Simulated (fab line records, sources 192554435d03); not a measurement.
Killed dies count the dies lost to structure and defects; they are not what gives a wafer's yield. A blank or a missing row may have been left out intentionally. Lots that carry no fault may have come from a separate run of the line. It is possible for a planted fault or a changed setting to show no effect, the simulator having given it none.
fab line records || flow n5_finfet || part 2 of 2: steps 25 to 33 of 33
record: {"lots": 5, "wafers": 15, "last_day": 17}
route steps=1938 shown BEOL_M9@1455 BEOL_M10@1470
lots that met no fault: taken from a fault-free run of the same line
start_h: start of the lot's first displayed wafer, in hours after the record's first day || wait_h: hours elapsed since this lot's preceding step || " repeats the value in the row above || L1.1+2: a row that stands for several wafers || - no value, or no start given || * or withheld: withheld || < > ~ a bound
route shown NAME@n: a module of which the file shows steps, and the number in the route of the first || usual: mean/standard deviation of fault-free wafers || same: alike in all rows || chamber/n: place in a boat || sites: each site's reading || _std_site: their standard deviation || _edge_site: outer sites' mean less inner sites' || radius_mm: for every site, how far away it sits from the centre of the wafer || mask NAME#n: copy n || behind: tool/chamber where the wafer was last shaped || hold: why the lot went on hold/how many hours it stayed there/how the hold came to an end || device: the transistor (n, p or np) that didn't switch || end of line: tests of these same wafers at the route's end || a step given without rows: its recipe and nothing more || killed: the dies lost at the first sort to structure and to defects; this is not the yield of the wafer || map: dies across one wafer; x = killed, . = not, _ = none there
set.NAME: setting as actually run; set.NAME@STEP: the setting as run at that earlier step || model.NAME: the simulator's own value behind a step, which no gauge read
lots at selected steps of the route; one table per step, one row per wafer
services: the hour from which a tool's chamber was out of use, counted from the record's first day as start_h (under 0 if before that day), plus the number of hours and why
== steps ==
step: N5_BEOL_M10_SOFTBAKE_06
recipe: {"temp_c": 110, "time_s": 60, "resist": "CAR-ArF"}
{"lot.wafer": "L075.1+5+6", "tool": "litho_track-01", "chamber": 0, "start_h": "-", "wait_h": "-"}
{"lot.wafer": "L077.4+5+6", "tool": "litho_track-05", "chamber": 0, "start_h": "-", "wait_h": "-"}
{"lot.wafer": "L088.2+3+6", "tool": "litho_track-04", "chamber": 0, "start_h": "-", "wait_h": "-"}
{"lot.wafer": "L089.3+4+5", "tool": "litho_track-04", "chamber": 0, "start_h": "-", "wait_h": "-"}
{"lot.wafer": "L097.2+3+5", "tool": "litho_track-01", "chamber": 0, "start_h": "-", "wait_h": "-"}
step: N5_BEOL_M10_EXPOSE_08
recipe: {"mask_id": "M10", "na": 1.35, "source_shape": "dipole", "sigma_inner": 0.411, "sigma_outer": 0.611, "polarization": "te", "dose_mj": 53.75}
{"lot.wafer": "L075.1+5+6", "tool": "arfi_scanner-03", "chamber": 0, "start_h": 231.67, "wait_h": "-", "mask": "M10#0"}
{"lot.wafer": "L077.4+5+6", "tool": "arfi_scanner-03", "chamber": 0, "start_h": 242.18, "wait_h": "-", "mask": "M10#0"}
{"lot.wafer": "L088.2+3+6", "tool": "arfi_scanner-02", "chamber": 0, "start_h": 302.90, "wait_h": "-", "mask": "M10#0"}
{"lot.wafer": "L089.3+4+5", "tool": "arfi_scanner-02", "chamber": 0, "start_h": 315.97, "wait_h": "-", "mask": "M10#0"}
{"lot.wafer": "L097.2+3+5", "tool": "arfi_scanner-03", "chamber": 0, "start_h": 358.40, "wait_h": "-", "mask": "M10#0"}
step: N5_BEOL_M10_PEB_09
recipe: {"peb_temp_c": "withheld", "peb_time_s": 60, "resist": "CAR-ArF"}
{"lot.wafer": "L075.1+5+6", "tool": "litho_track-01", "chamber": 0, "start_h": 231.73, "wait_h": 0.1}
{"lot.wafer": "L077.4+5+6", "tool": "litho_track-01", "chamber": 0, "start_h": 242.22, "wait_h": 0.0}
{"lot.wafer": "L088.2+3+6", "tool": "litho_track-05", "chamber": 0, "start_h": 302.95, "wait_h": 0.0}
{"lot.wafer": "L089.3+4+5", "tool": "litho_track-04", "chamber": 0, "start_h": 316.02, "wait_h": 0.0}
{"lot.wafer": "L097.2+3+5", "tool": "litho_track-01", "chamber": 0, "start_h": 358.46, "wait_h": 0.0}
step: N5_BEOL_M10_DEVELOP_10
recipe: {"develop_time_s": 30, "developer": "TMAH", "resist": "CAR-ArF", "rinse_liquid": "diw", "dry": "air_spin", "dev_temp_c": 23}
{"lot.wafer": "L075.1+5+6", "tool": "litho_track-01", "chamber": 0, "start_h": "-", "wait_h": "-"}
{"lot.wafer": "L077.4+5+6", "tool": "litho_track-01", "chamber": 0, "start_h": "-", "wait_h": "-"}
{"lot.wafer": "L088.2+3+6", "tool": "litho_track-05", "chamber": 0, "start_h": "-", "wait_h": "-"}
{"lot.wafer": "L089.3+4+5", "tool": "litho_track-04", "chamber": 0, "start_h": "-", "wait_h": "-"}
{"lot.wafer": "L097.2+3+5", "tool": "litho_track-01", "chamber": 0, "start_h": "-", "wait_h": "-"}
step: N5_BEOL_M10_CD_MEAS_11
recipe: {"target_cd_nm": 64.1, "landing_energy_ev": 500, "detector": "se_inlens", "polarity": "opening"}
usual: {"cd_nm": "63.9/0.57"}
{"lot.wafer": "L075.1", "tool": "cd_sem-03", "chamber": 0, "start_h": 231.80, "wait_h": "-", "cd_nm": 65.1}
{"lot.wafer": "L075.5", "tool": "cd_sem-03", "chamber": 0, "start_h": 231.80, "wait_h": "-", "cd_nm": 65.8}
{"lot.wafer": "L075.6", "tool": "cd_sem-03", "chamber": 0, "start_h": 231.80, "wait_h": "-", "cd_nm": 64.4}
{"lot.wafer": "L077.4", "tool": "cd_sem-03", "chamber": 0, "start_h": 242.29, "wait_h": "-", "cd_nm": 64.0}
{"lot.wafer": "L077.5", "tool": "cd_sem-03", "chamber": 0, "start_h": 242.29, "wait_h": "-", "cd_nm": 64.6}
{"lot.wafer": "L077.6", "tool": "cd_sem-03", "chamber": 0, "start_h": 242.29, "wait_h": "-", "cd_nm": 64.4}
{"lot.wafer": "L088.2", "tool": "cd_sem-03", "chamber": 0, "start_h": 303.02, "wait_h": "-", "cd_nm": 64.1}
{"lot.wafer": "L088.3", "tool": "cd_sem-03", "chamber": 0, "start_h": 303.02, "wait_h": "-", "cd_nm": 63.8}
{"lot.wafer": "L088.6", "tool": "cd_sem-03", "chamber": 0, "start_h": 303.02, "wait_h": "-", "cd_nm": 63.6}
{"lot.wafer": "L089.3", "tool": "cd_sem-01", "chamber": 0, "start_h": 316.09, "wait_h": "-", "cd_nm": 63.9}
{"lot.wafer": "L089.4", "tool": "cd_sem-01", "chamber": 0, "start_h": 316.09, "wait_h": "-", "cd_nm": 63.5}
{"lot.wafer": "L089.5", "tool": "cd_sem-01", "chamber": 0, "start_h": 316.09, "wait_h": "-", "cd_nm": 63.6}
{"lot.wafer": "L097.2", "tool": "cd_sem-01", "chamber": 0, "start_h": 358.52, "wait_h": "-", "cd_nm": 63.6}
{"lot.wafer": "L097.3", "tool": "cd_sem-01", "chamber": 0, "start_h": 358.52, "wait_h": "-", "cd_nm": 64.8}
{"lot.wafer": "L097.5", "tool": "cd_sem-01", "chamber": 0, "start_h": 358.52, "wait_h": "-", "cd_nm": 63.5}
step: N5_BEOL_M10_OVL_MEAS_12
recipe: {"points_per_wafer": 44}
usual: {"M10_OVL": "0.2/0.75"}
{"lot.wafer": "L075.1", "tool": "overlay-02", "chamber": 0, "start_h": 231.83, "wait_h": 0.0, "M10_OVL[nm]": 0.0}
{"lot.wafer": "L075.5", "tool": "overlay-02", "chamber": 0, "start_h": 231.83, "wait_h": 0.0, "M10_OVL[nm]": -0.5}
{"lot.wafer": "L075.6", "tool": "overlay-02", "chamber": 0, "start_h": 231.83, "wait_h": 0.0, "M10_OVL[nm]": -0.5}
{"lot.wafer": "L077.4", "tool": "overlay-02", "chamber": 0, "start_h": 242.32, "wait_h": 0.0, "M10_OVL[nm]": -0.7}
{"lot.wafer": "L077.5", "tool": "overlay-02", "chamber": 0, "start_h": 242.32, "wait_h": 0.0, "M10_OVL[nm]": -0.1}
{"lot.wafer": "L077.6", "tool": "overlay-02", "chamber": 0, "start_h": 242.32, "wait_h": 0.0, "M10_OVL[nm]": -1.0}
{"lot.wafer": "L088.2", "tool": "overlay-02", "chamber": 0, "start_h": 303.05, "wait_h": 0.0, "M10_OVL[nm]": -0.4}
{"lot.wafer": "L088.3", "tool": "overlay-02", "chamber": 0, "start_h": 303.05, "wait_h": 0.0, "M10_OVL[nm]": 0.5}
{"lot.wafer": "L088.6", "tool": "overlay-02", "chamber": 0, "start_h": 303.05, "wait_h": 0.0, "M10_OVL[nm]": 0.3}
{"lot.wafer": "L089.3", "tool": "overlay-02", "chamber": 0, "start_h": 316.12, "wait_h": 0.0, "M10_OVL[nm]": -0.6}
{"lot.wafer": "L089.4", "tool": "overlay-02", "chamber": 0, "start_h": 316.12, "wait_h": 0.0, "M10_OVL[nm]": -0.1}
{"lot.wafer": "L089.5", "tool": "overlay-02", "chamber": 0, "start_h": 316.12, "wait_h": 0.0, "M10_OVL[nm]": 0.3}
{"lot.wafer": "L097.2", "tool": "overlay-01", "chamber": 0, "start_h": 358.55, "wait_h": 0.0, "M10_OVL[nm]": -0.9}
{"lot.wafer": "L097.3", "tool": "overlay-01", "chamber": 0, "start_h": 358.55, "wait_h": 0.0, "M10_OVL[nm]": -0.9}
{"lot.wafer": "L097.5", "tool": "overlay-01", "chamber": 0, "start_h": 358.55, "wait_h": 0.0, "M10_OVL[nm]": -0.9}
step: N5_BEOL_M10_INSPECT_13
recipe: {"mode": "adi", "inspect_instrument": "brightfield"}
usual: {"raw_defect_count": "428/89"}
{"lot.wafer": "L075.1", "tool": "defect_inspect-02", "chamber": "-", "start_h": 231.86, "wait_h": 0.0, "raw_defect_count": 445}
{"lot.wafer": "L075.5", "tool": "defect_inspect-02", "chamber": "-", "start_h": 231.86, "wait_h": 0.0, "raw_defect_count": 353}
{"lot.wafer": "L075.6", "tool": "defect_inspect-02", "chamber": "-", "start_h": 231.86, "wait_h": 0.0, "raw_defect_count": 391}
{"lot.wafer": "L077.4", "tool": "defect_inspect-02", "chamber": "-", "start_h": 242.34, "wait_h": 0.0, "raw_defect_count": 429}
{"lot.wafer": "L077.5", "tool": "defect_inspect-02", "chamber": "-", "start_h": 242.34, "wait_h": 0.0, "raw_defect_count": 439}
{"lot.wafer": "L077.6", "tool": "defect_inspect-02", "chamber": "-", "start_h": 242.34, "wait_h": 0.0, "raw_defect_count": 382}
{"lot.wafer": "L088.2", "tool": "defect_inspect-02", "chamber": "-", "start_h": 303.08, "wait_h": 0.0, "raw_defect_count": 374}
{"lot.wafer": "L088.3", "tool": "defect_inspect-02", "chamber": "-", "start_h": 303.08, "wait_h": 0.0, "raw_defect_count": 428}
{"lot.wafer": "L088.6", "tool": "defect_inspect-02", "chamber": "-", "start_h": 303.08, "wait_h": 0.0, "raw_defect_count": 507}
{"lot.wafer": "L089.3", "tool": "defect_inspect-02", "chamber": "-", "start_h": 316.14, "wait_h": 0.0, "raw_defect_count": 486}
{"lot.wafer": "L089.4", "tool": "defect_inspect-02", "chamber": "-", "start_h": 316.14, "wait_h": 0.0, "raw_defect_count": 628}
{"lot.wafer": "L089.5", "tool": "defect_inspect-02", "chamber": "-", "start_h": 316.14, "wait_h": 0.0, "raw_defect_count": 409}
{"lot.wafer": "L097.2", "tool": "defect_inspect-02", "chamber": "-", "start_h": 358.58, "wait_h": 0.0, "raw_defect_count": 309}
{"lot.wafer": "L097.3", "tool": "defect_inspect-02", "chamber": "-", "start_h": 358.58, "wait_h": 0.0, "raw_defect_count": 293}
{"lot.wafer": "L097.5", "tool": "defect_inspect-02", "chamber": "-", "start_h": 358.58, "wait_h": 0.0, "raw_defect_count": 372}
step: N5_BEOL_M10_DESCUM_16
recipe: {"chemistry": "O2", "time_s": 7.9, "source_power_w": 50, "bias_power_w": 20, "pressure_mtorr": 20, "rf_frequency_hz": 2.712e+07, "temp_c": 40, "resist": "CAR-ArF", "o2_flow_sccm": 225}
usual: {"bias_power_w": "20.00/0.059", "drypump_motor_current_A": "5.7/0.33", "o2_flow_sccm": "225.1/0.7", "oes_product_au": "0.79/0.11", "rf_vpp_V": "243.2/1.5", "showerhead_plenum_p_Torr": "2.10/0.083", "throttle_valve_pct": "20.40/0.27"}
{"lot.wafer": "L075.1", "tool": "rie_diel-03", "chamber": 3, "start_h": 231.89, "wait_h": 0.0, "bias_power_w": 19.96, "drypump_motor_current_A": 5.9, "o2_flow_sccm": 225.1, "oes_product_au": 0.84, "rf_hours_counter_h": 69, "rf_vpp_V": 244.3, "showerhead_plenum_p_Torr": 2.24, "throttle_valve_pct": 20.47}
{"lot.wafer": "L075.5", "tool": "rie_diel-03", "chamber": 0, "start_h": 231.89, "wait_h": 0.0, "bias_power_w": 20.00, "drypump_motor_current_A": 5.6, "o2_flow_sccm": 224.5, "oes_product_au": 0.75, "rf_hours_counter_h": "-", "rf_vpp_V": 241.3, "showerhead_plenum_p_Torr": 1.99, "throttle_valve_pct": 20.40}
{"lot.wafer": "L075.6", "tool": "rie_diel-03", "chamber": 1, "start_h": 231.89, "wait_h": 0.0, "bias_power_w": 20.10, "drypump_motor_current_A": 5.3, "o2_flow_sccm": 225.0, "oes_product_au": 0.69, "rf_hours_counter_h": "-", "rf_vpp_V": 244.2, "showerhead_plenum_p_Torr": 2.15, "throttle_valve_pct": 20.46}
{"lot.wafer": "L077.4", "tool": "rie_diel-02", "chamber": 0, "start_h": 242.58, "wait_h": 0.2, "bias_power_w": 19.99, "drypump_motor_current_A": 5.5, "o2_flow_sccm": 225.4, "oes_product_au": 0.68, "rf_hours_counter_h": "-", "rf_vpp_V": 243.6, "showerhead_plenum_p_Torr": 2.08, "throttle_valve_pct": 20.47}
{"lot.wafer": "L077.5", "tool": "rie_diel-02", "chamber": 1, "start_h": 242.58, "wait_h": 0.2, "bias_power_w": 20.02, "drypump_motor_current_A": 5.8, "o2_flow_sccm": 224.3, "oes_product_au": 0.71, "rf_hours_counter_h": "-", "rf_vpp_V": 245.2, "showerhead_plenum_p_Torr": 2.15, "throttle_valve_pct": 20.68}
{"lot.wafer": "L077.6", "tool": "rie_diel-02", "chamber": 3, "start_h": 242.58, "wait_h": 0.2, "bias_power_w": 20.05, "drypump_motor_current_A": 5.6, "o2_flow_sccm": 226.0, "oes_product_au": 0.71, "rf_hours_counter_h": "-", "rf_vpp_V": 242.2, "showerhead_plenum_p_Torr": 2.06, "throttle_valve_pct": 20.92}
{"lot.wafer": "L088.2", "tool": "rie_diel-03", "chamber": 0, "start_h": 303.20, "wait_h": 0.1, "bias_power_w": 20.03, "drypump_motor_current_A": 5.5, "o2_flow_sccm": 225.6, "oes_product_au": 0.74, "rf_hours_counter_h": 197, "rf_vpp_V": 241.7, "showerhead_plenum_p_Torr": 1.98, "throttle_valve_pct": 20.44}
{"lot.wafer": "L088.3", "tool": "rie_diel-03", "chamber": 3, "start_h": 303.20, "wait_h": 0.1, "bias_power_w": 20.00, "drypump_motor_current_A": 5.9, "o2_flow_sccm": 224.8, "oes_product_au": 0.80, "rf_hours_counter_h": 96, "rf_vpp_V": 244.2, "showerhead_plenum_p_Torr": 2.22, "throttle_valve_pct": 20.52}
{"lot.wafer": "L088.6", "tool": "rie_diel-03", "chamber": 1, "start_h": 303.20, "wait_h": 0.1, "bias_power_w": 20.00, "drypump_motor_current_A": 5.3, "o2_flow_sccm": 224.9, "oes_product_au": 0.67, "rf_hours_counter_h": "-", "rf_vpp_V": 243.1, "showerhead_plenum_p_Torr": 2.14, "throttle_valve_pct": 20.48}
{"lot.wafer": "L089.3", "tool": "rie_diel-06", "chamber": 2, "start_h": 316.18, "wait_h": 0.0, "bias_power_w": 20.08, "drypump_motor_current_A": 6.3, "o2_flow_sccm": 224.6, "oes_product_au": 0.87, "rf_hours_counter_h": 41, "rf_vpp_V": 245.0, "showerhead_plenum_p_Torr": 2.21, "throttle_valve_pct": 20.20}
{"lot.wafer": "L089.4", "tool": "rie_diel-06", "chamber": 2, "start_h": 316.18, "wait_h": 0.0, "bias_power_w": 20.01, "drypump_motor_current_A": 6.2, "o2_flow_sccm": 224.2, "oes_product_au": 0.88, "rf_hours_counter_h": "-", "rf_vpp_V": 244.2, "showerhead_plenum_p_Torr": 2.21, "throttle_valve_pct": 20.19}
{"lot.wafer": "L089.5", "tool": "rie_diel-06", "chamber": 3, "start_h": 316.18, "wait_h": 0.0, "bias_power_w": 19.93, "drypump_motor_current_A": 5.2, "o2_flow_sccm": 224.0, "oes_product_au": 0.72, "rf_hours_counter_h": "-", "rf_vpp_V": 241.7, "showerhead_plenum_p_Torr": 1.98, "throttle_valve_pct": 20.26}
{"lot.wafer": "L097.2", "tool": "rie_diel-02", "chamber": 1, "start_h": 358.61, "wait_h": 0.0, "bias_power_w": 20.03, "drypump_motor_current_A": 5.9, "o2_flow_sccm": 224.7, "oes_product_au": 0.95, "rf_hours_counter_h": 12, "rf_vpp_V": 243.0, "showerhead_plenum_p_Torr": 2.14, "throttle_valve_pct": 20.31}
{"lot.wafer": "L097.3", "tool": "rie_diel-02", "chamber": 2, "start_h": 358.61, "wait_h": 0.0, "bias_power_w": 20.01, "drypump_motor_current_A": 5.4, "o2_flow_sccm": 225.1, "oes_product_au": 0.91, "rf_hours_counter_h": 42, "rf_vpp_V": 241.9, "showerhead_plenum_p_Torr": 2.03, "throttle_valve_pct": 19.93}
{"lot.wafer": "L097.5", "tool": "rie_diel-02", "chamber": 0, "start_h": 358.61, "wait_h": 0.0, "bias_power_w": 20.04, "drypump_motor_current_A": 5.6, "o2_flow_sccm": 225.0, "oes_product_au": 0.90, "rf_hours_counter_h": "-", "rf_vpp_V": 240.4, "showerhead_plenum_p_Torr": 2.06, "throttle_valve_pct": 20.26}
step: N5_BEOL_M10_ETCH_61
recipe: {"chemistry": "CF4", "target": "SiARC", "target_depth_a": 390, "mask_material": "CAR-ArF", "time_s": 65, "ion_energy_ev": 80, "pressure_mtorr": 40, "source_w": 545, "bias_w": 36, "Ar_flow_sccm": 100, "cf4_flow_sccm": 100, "ends": "cleared"}
usual: {"drypump_motor_current_A": "5.7/0.33", "etch_rf_on_time_s": "64.7/1.4", "mfc_ar_sccm": "100.01/0.29", "oes_product_au": "0.67/0.089", "rf_vpp_V": "184.1/1.3", "showerhead_plenum_p_Torr": "2.15/0.079", "throttle_valve_pct": "15.62/0.24"}
{"lot.wafer": "L075.1", "tool": "rie_diel-03", "chamber": 3, "start_h": 231.93, "wait_h": 0.0, "drypump_motor_current_A": 5.9, "etch_rf_on_time_s": 65.9, "mfc_ar_sccm": 100.30, "oes_product_au": 0.71, "rf_hours_counter_h": 69, "rf_vpp_V": 185.3, "showerhead_plenum_p_Torr": 2.25, "throttle_valve_pct": 15.50}
{"lot.wafer": "L075.5", "tool": "rie_diel-03", "chamber": 0, "start_h": 231.93, "wait_h": 0.0, "drypump_motor_current_A": 5.6, "etch_rf_on_time_s": 63.8, "mfc_ar_sccm": 100.39, "oes_product_au": 0.65, "rf_hours_counter_h": "-", "rf_vpp_V": 182.9, "showerhead_plenum_p_Torr": 2.05, "throttle_valve_pct": 15.68}
{"lot.wafer": "L075.6", "tool": "rie_diel-03", "chamber": 1, "start_h": 231.93, "wait_h": 0.0, "drypump_motor_current_A": 5.3, "etch_rf_on_time_s": 62.8, "mfc_ar_sccm": 99.68, "oes_product_au": 0.60, "rf_hours_counter_h": "-", "rf_vpp_V": 183.9, "showerhead_plenum_p_Torr": 2.20, "throttle_valve_pct": 15.70}
{"lot.wafer": "L077.4", "tool": "rie_diel-02", "chamber": 0, "start_h": 242.62, "wait_h": 0.0, "drypump_motor_current_A": 5.6, "etch_rf_on_time_s": 69.3, "mfc_ar_sccm": 100.05, "oes_product_au": 0.57, "rf_hours_counter_h": "-", "rf_vpp_V": 182.0, "showerhead_plenum_p_Torr": 2.12, "throttle_valve_pct": 15.73}
{"lot.wafer": "L077.5", "tool": "rie_diel-02", "chamber": 1, "start_h": 242.62, "wait_h": 0.0, "drypump_motor_current_A": 5.9, "etch_rf_on_time_s": 65.1, "mfc_ar_sccm": 99.82, "oes_product_au": 0.61, "rf_hours_counter_h": "-", "rf_vpp_V": 184.8, "showerhead_plenum_p_Torr": 2.20, "throttle_valve_pct": 15.93}
{"lot.wafer": "L077.6", "tool": "rie_diel-02", "chamber": 3, "start_h": 242.62, "wait_h": 0.0, "drypump_motor_current_A": 5.6, "etch_rf_on_time_s": 64.0, "mfc_ar_sccm": 99.93, "oes_product_au": 0.61, "rf_hours_counter_h": "-", "rf_vpp_V": 184.9, "showerhead_plenum_p_Torr": 2.11, "throttle_valve_pct": 16.16}
{"lot.wafer": "L088.2", "tool": "rie_diel-03", "chamber": 0, "start_h": 303.24, "wait_h": 0.0, "drypump_motor_current_A": 5.6, "etch_rf_on_time_s": 64.8, "mfc_ar_sccm": 100.26, "oes_product_au": 0.63, "rf_hours_counter_h": 197, "rf_vpp_V": 182.8, "showerhead_plenum_p_Torr": 2.04, "throttle_valve_pct": 15.73}
{"lot.wafer": "L088.3", "tool": "rie_diel-03", "chamber": 3, "start_h": 303.24, "wait_h": 0.0, "drypump_motor_current_A": 5.9, "etch_rf_on_time_s": 67.3, "mfc_ar_sccm": 99.28, "oes_product_au": 0.67, "rf_hours_counter_h": 96, "rf_vpp_V": 185.0, "showerhead_plenum_p_Torr": 2.24, "throttle_valve_pct": 15.55}
{"lot.wafer": "L088.6", "tool": "rie_diel-03", "chamber": 1, "start_h": 303.24, "wait_h": 0.0, "drypump_motor_current_A": 5.3, "etch_rf_on_time_s": 64.3, "mfc_ar_sccm": 99.84, "oes_product_au": 0.57, "rf_hours_counter_h": "-", "rf_vpp_V": 185.3, "showerhead_plenum_p_Torr": 2.19, "throttle_valve_pct": 15.74}
{"lot.wafer": "L089.3", "tool": "rie_diel-06", "chamber": 2, "start_h": 316.21, "wait_h": 0.0, "drypump_motor_current_A": 6.2, "etch_rf_on_time_s": 64.0, "mfc_ar_sccm": 100.23, "oes_product_au": 0.75, "rf_hours_counter_h": 41, "rf_vpp_V": 185.0, "showerhead_plenum_p_Torr": 2.28, "throttle_valve_pct": 15.53}
{"lot.wafer": "L089.4", "tool": "rie_diel-06", "chamber": 2, "start_h": 316.21, "wait_h": 0.0, "drypump_motor_current_A": 6.3, "etch_rf_on_time_s": 64.2, "mfc_ar_sccm": 99.57, "oes_product_au": 0.75, "rf_hours_counter_h": "-", "rf_vpp_V": 187.2, "showerhead_plenum_p_Torr": 2.28, "throttle_valve_pct": 15.50}
{"lot.wafer": "L089.5", "tool": "rie_diel-06", "chamber": 3, "start_h": 316.21, "wait_h": 0.0, "drypump_motor_current_A": 5.3, "etch_rf_on_time_s": 64.5, "mfc_ar_sccm": 99.93, "oes_product_au": 0.60, "rf_hours_counter_h": "-", "rf_vpp_V": 183.1, "showerhead_plenum_p_Torr": 2.03, "throttle_valve_pct": 15.50}
{"lot.wafer": "L097.2", "tool": "rie_diel-02", "chamber": 1, "start_h": 358.65, "wait_h": 0.0, "drypump_motor_current_A": 5.9, "etch_rf_on_time_s": 64.3, "mfc_ar_sccm": 99.58, "oes_product_au": 0.81, "rf_hours_counter_h": 12, "rf_vpp_V": 184.6, "showerhead_plenum_p_Torr": 2.19, "throttle_valve_pct": 15.48}
{"lot.wafer": "L097.3", "tool": "rie_diel-02", "chamber": 2, "start_h": 358.65, "wait_h": 0.0, "drypump_motor_current_A": 5.4, "etch_rf_on_time_s": 62.7, "mfc_ar_sccm": 100.11, "oes_product_au": 0.77, "rf_hours_counter_h": 43, "rf_vpp_V": 182.9, "showerhead_plenum_p_Torr": 2.10, "throttle_valve_pct": 15.27}
{"lot.wafer": "L097.5", "tool": "rie_diel-02", "chamber": 0, "start_h": 358.65, "wait_h": 0.0, "drypump_motor_current_A": 5.6, "etch_rf_on_time_s": 65.6, "mfc_ar_sccm": 100.52, "oes_product_au": 0.76, "rf_hours_counter_h": "-", "rf_vpp_V": 183.7, "showerhead_plenum_p_Torr": 2.11, "throttle_valve_pct": 15.37}
== services ==
{"tool": "ald_metal-01", "chamber": 2, "start_h": 210.73, "hours": 4.0, "kind": "repair"}
{"tool": "uv_cure-01", "chamber": "-", "start_h": 222.97, "hours": 2.1, "kind": "pm"}
{"tool": "cmp-04", "chamber": "-", "start_h": 225.62, "hours": 4.0, "kind": "pm"}
{"tool": "rie_diel-03", "chamber": 3, "start_h": 225.89, "hours": 3.9, "kind": "repair"}
{"tool": "uv_cure-02", "chamber": "-", "start_h": 232.28, "hours": 6.0, "kind": "pm"}
{"tool": "ald_metal-01", "chamber": 2, "start_h": 242.19, "hours": 2.9, "kind": "repair"}
{"tool": "arfi_scanner-03", "chamber": "-", "start_h": 250.57, "hours": 0.8, "kind": "pm"}
{"tool": "ecd_cu-01", "chamber": "-", "start_h": 261.91, "hours": 2.2, "kind": "repair"}
{"tool": "cmp-01", "chamber": "-", "start_h": 265.48, "hours": 1.2, "kind": "repair"}
{"tool": "pecvd-04", "chamber": 1, "start_h": 277.93, "hours": 6.6, "kind": "repair"}
{"tool": "arfi_scanner-03", "chamber": "-", "start_h": 279.65, "hours": 1.0, "kind": "pm"}
{"tool": "arfi_scanner-03", "chamber": "-", "start_h": 282.92, "hours": 1.3, "kind": "pm"}
{"tool": "pecvd-01", "chamber": 1, "start_h": 285.45, "hours": 3.6, "kind": "repair"}
{"tool": "uv_cure-01", "chamber": "-", "start_h": 288.41, "hours": 7.5, "kind": "pm"}
{"tool": "arfi_scanner-03", "chamber": "-", "start_h": 309.57, "hours": 3.3, "kind": "repair"}
{"tool": "pecvd-02", "chamber": "-", "start_h": 314.19, "hours": 0.9, "kind": "repair"}
{"tool": "arfi_scanner-03", "chamber": "-", "start_h": 315.30, "hours": 3.0, "kind": "pm"}
{"tool": "arfi_scanner-03", "chamber": "-", "start_h": 320.87, "hours": 0.2, "kind": "repair"}
{"tool": "arfi_scanner-03", "chamber": "-", "start_h": 322.41, "hours": 0.8, "kind": "pm"}
{"tool": "cmp-01", "chamber": "-", "start_h": 327.64, "hours": 3.1, "kind": "repair"}
{"tool": "pecvd-04", "chamber": "-", "start_h": 348.77, "hours": 4.3, "kind": "pm"}
{"tool": "cmp-01", "chamber": "-", "start_h": 350.40, "hours": 4.0, "kind": "pm"}
{"tool": "rie_diel-03", "chamber": "-", "start_h": 355.55, "hours": 2.2, "kind": "repair"}
{"tool": "ald_metal-01", "chamber": 3, "start_h": 355.82, "hours": 3.0, "kind": "repair"}
